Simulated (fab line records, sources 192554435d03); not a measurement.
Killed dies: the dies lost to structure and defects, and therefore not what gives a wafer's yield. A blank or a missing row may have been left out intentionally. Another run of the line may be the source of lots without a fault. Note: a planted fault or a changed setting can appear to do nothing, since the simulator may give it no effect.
Matching of chambers / flow n5Finfet / N5_MOL_CONTACT_COAG_ETCH_124 on rieDiel-05: 4 sister chambers
The step etches SiNx in CH3F/O2, stops on SiOC, target depth 6.5 nm. 16 wafers are shown with their chamber, then 8 later ones without.

## EACH WAFER AND ITS CHAMBER
wafer=L078.2; chamber=1; throttleValvePct (%)=16.47; oesProductAu (a.u.)=0.64; rfVppV (V)=302
wafer=L078.4; chamber=0; throttleValvePct (%)=15.84; oesProductAu (a.u.)=0.71; rfVppV (V)=297
wafer=L078.5; chamber=2; throttleValvePct (%)=16.22; oesProductAu (a.u.)=0.62; rfVppV (V)=299
wafer=L080.1; chamber=0; throttleValvePct (%)=15.86; oesProductAu (a.u.)=0.70; rfVppV (V)=297
wafer=L080.4; chamber=3; throttleValvePct (%)=16.10; oesProductAu (a.u.)=0.81; rfVppV (V)=300
wafer=L080.6; chamber=3; throttleValvePct (%)=16.11; oesProductAu (a.u.)=0.80; rfVppV (V)=301
wafer=L082.1; chamber=1; throttleValvePct (%)=16.48; oesProductAu (a.u.)=0.64; rfVppV (V)=300
wafer=L082.4; chamber=0; throttleValvePct (%)=15.86; oesProductAu (a.u.)=0.69; rfVppV (V)=297
wafer=L082.5; chamber=3; throttleValvePct (%)=16.12; oesProductAu (a.u.)=0.80; rfVppV (V)=300
wafer=L084.1; chamber=1; throttleValvePct (%)=16.49; oesProductAu (a.u.)=0.63; rfVppV (V)=301
wafer=L084.5; chamber=2; throttleValvePct (%)=16.27; oesProductAu (a.u.)=0.61; rfVppV (V)=299
wafer=L084.6; chamber=3; throttleValvePct (%)=16.14; oesProductAu (a.u.)=0.78; rfVppV (V)=300
wafer=L088.2; chamber=1; throttleValvePct (%)=16.49; oesProductAu (a.u.)=0.63; rfVppV (V)=301
wafer=L088.5; chamber=1; throttleValvePct (%)=16.49; oesProductAu (a.u.)=0.63; rfVppV (V)=300
wafer=L088.6; chamber=0; throttleValvePct (%)=15.87; oesProductAu (a.u.)=0.69; rfVppV (V)=295
wafer=L089.3; chamber=2; throttleValvePct (%)=16.28; oesProductAu (a.u.)=0.61; rfVppV (V)=299

SIGNATURES, as means of the wafers listed above
reading=throttleValvePct; chamber 0=15.8575; chamber 1=16.4840; chamber 2=16.2567; chamber 3=16.1175; scatter within a chamber=0.0176
reading=oesProductAu; chamber 0=0.6975; chamber 1=0.6340; chamber 2=0.6133; chamber 3=0.7975; scatter within a chamber=0.00883
reading=rfVppV; chamber 0=296.50; chamber 1=300.80; chamber 2=299.00; chamber 3=300.25; scatter within a chamber=0.739
Rule: for a wafer and a chamber, the distance is found by dividing, reading by reading, the gap between the wafer's reading and the chamber's mean by the reading's scatter, squaring, summing and taking the root. The wafer belongs to the nearest chamber; if the next one is less than 2 further off, it can't be placed. The scatter: take each reading less its chamber's mean, square it, sum over the shown wafers, divide by the number of wafers less the number of chambers, and take the root.

## WAFERS WHOSE CHAMBER IS MISSING
wafer=L089.4; throttleValvePct (%)=16.12; oesProductAu (a.u.)=0.76; rfVppV (V)=299
wafer=L089.5; throttleValvePct (%)=16.13; oesProductAu (a.u.)=0.76; rfVppV (V)=298
wafer=L092.2; throttleValvePct (%)=16.30; oesProductAu (a.u.)=0.60; rfVppV (V)=299
wafer=L092.5; throttleValvePct (%)=16.15; oesProductAu (a.u.)=0.76; rfVppV (V)=300
wafer=L092.6; throttleValvePct (%)=16.29; oesProductAu (a.u.)=0.60; rfVppV (V)=300
wafer=L095.2; throttleValvePct (%)=15.89; oesProductAu (a.u.)=0.67; rfVppV (V)=296
wafer=L095.4; throttleValvePct (%)=16.52; oesProductAu (a.u.)=0.62; rfVppV (V)=301
wafer=L095.5; throttleValvePct (%)=16.30; oesProductAu (a.u.)=0.60; rfVppV (V)=301

## CHAMBER TAKEN BY EACH
wafer=L089.4; from the rows above=3; in truth=3
wafer=L089.5; from the rows above=3; in truth=3
wafer=L092.2; from the rows above=2; in truth=2
wafer=L092.5; from the rows above=3; in truth=3
wafer=L092.6; from the rows above=2; in truth=2
wafer=L095.2; from the rows above=0; in truth=0
wafer=L095.4; from the rows above=1; in truth=1
wafer=L095.5; from the rows above=2; in truth=2
Placed correctly: 8 of 8. Left unplaced by these rows: 0. Wrongly placed: 0.
